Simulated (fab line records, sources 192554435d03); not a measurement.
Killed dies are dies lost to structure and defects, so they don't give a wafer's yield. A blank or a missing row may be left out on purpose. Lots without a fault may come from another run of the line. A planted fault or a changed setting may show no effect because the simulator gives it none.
Chamber matching | flow n5_finfet | N5_BEOL_M11_ILD_DEP_00 on pecvd-02: 3 sister chambers
The step deposits SiCOH lowk from DEMS/porogen, target thk 308.51 nm, time 58 s. 3 wafers are shown with their chamber, then 7 later ones without.

WAFERS WITH THEIR CHAMBER
wafer  | chamber | throttle_valve_pct (%)
L084.4 | 0       | 13.6
L087.1 | 1       | 15.3
L087.2 | 2       | 13.7

WAFERS WITHOUT THEIR CHAMBER
wafer  | throttle_valve_pct (%)
L087.5 | 13.8
L086.2 | 13.7
L086.4 | 13.7
L086.5 | 15.4
L092.1 | 13.9
L092.2 | 13.7
L092.4 | 13.9

WHICH CHAMBER EACH WENT THROUGH
wafer  | from the rows above     | in truth
L087.5 | can't be placed: 2 or 0 | 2
L086.2 | can't be placed: 2 or 0 | 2
L086.4 | can't be placed: 2 or 0 | 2
L086.5 | 1                       | 1
L092.1 | can't be placed: 2 or 0 | 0
L092.2 | can't be placed: 2 or 0 | 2
L092.4 | can't be placed: 2 or 0 | 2
Placed correctly: 1 of 7. Can't be placed from these rows: 6 (the true chamber is among the candidates in 6). Placed wrongly: 0.
How it was worked out, from the rows above alone: a wafer's distance from a chamber is the root of the sum, over the readings, of the square of ((its reading less the chamber's mean) divided by the reading's scatter). The wafer belongs to the nearest chamber; if the next one is less than 2 further off, it can't be placed. A chamber's mean is the mean of its shown wafers. The scatter: with one shown wafer a chamber, the root of the mean of the squares of how far each hidden wafer lies from its nearest shown one.
